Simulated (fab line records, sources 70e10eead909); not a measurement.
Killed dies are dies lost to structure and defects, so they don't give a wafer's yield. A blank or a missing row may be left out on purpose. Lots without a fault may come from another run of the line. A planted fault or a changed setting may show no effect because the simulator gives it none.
Chamber matching | flow nand_harc | NHARC_A_STAIRCASE_ALD_420 on ald_hk-02: 4 sister chambers
The step deposits SiO2, target thk 20 nm, pulse time 6 s, ald cycles 200. 8 wafers are shown with their chamber, then 12 later ones without.

WAFERS WITH THEIR CHAMBER
wafer  | chamber | heater_power_w (W) | precursor_pulse_height_rel
L074.2 | 3       | 462                | 0.996
L083.4 | 0       | 401                | 0.996
L081.1 | 0       | 399                | 0.980
L081.3 | 3       | 455                | 0.980
L081.5 | 1       | 443                | 1.009
L082.3 | 1       | 435                | 0.965
L082.4 | 2       | 508                | 1.000
L082.6 | 2       | 499                | 0.996

WAFERS WITHOUT THEIR CHAMBER
wafer  | heater_power_w (W) | precursor_pulse_height_rel
L086.3 | 505                | 1.022
L086.4 | 403                | 1.014
L086.6 | 508                | 1.014
L091.2 | 447                | 0.994
L091.5 | 503                | 1.032
L091.6 | 454                | 1.028
L095.4 | 429                | 1.016
L095.5 | 449                | 1.001
L095.6 | 491                | 1.014
L096.1 | 375                | 0.985
L096.2 | 501                | 1.004
L096.4 | 454                | 1.015

WHICH CHAMBER EACH WENT THROUGH
wafer  | from the rows above     | in truth
L086.3 | 2                       | 2
L086.4 | 0                       | 0
L086.6 | 2                       | 2
L091.2 | can't be placed: 1 or 3 | 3
L091.5 | 2                       | 2
L091.6 | can't be placed: 3 or 1 | 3
L095.4 | 1                       | 1
L095.5 | can't be placed: 3 or 1 | 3
L095.6 | 2                       | 2
L096.1 | 0                       | 0
L096.2 | 2                       | 2
L096.4 | can't be placed: 3 or 1 | 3
Placed correctly: 8 of 12. Can't be placed from these rows: 4 (the true chamber is among the candidates in 4). Placed wrongly: 0.
How it was worked out, from the rows above alone: a wafer's distance from a chamber is the root of the sum, over the readings, of the square of ((its reading less the chamber's mean) divided by the reading's scatter). The wafer belongs to the nearest chamber; if the next one is less than 2 further off, it can't be placed. A chamber's mean is the mean of its shown wafers. The scatter: the root of (the sum of the squares of (reading less its chamber's mean) over the shown wafers, divided by (wafers less chambers)).
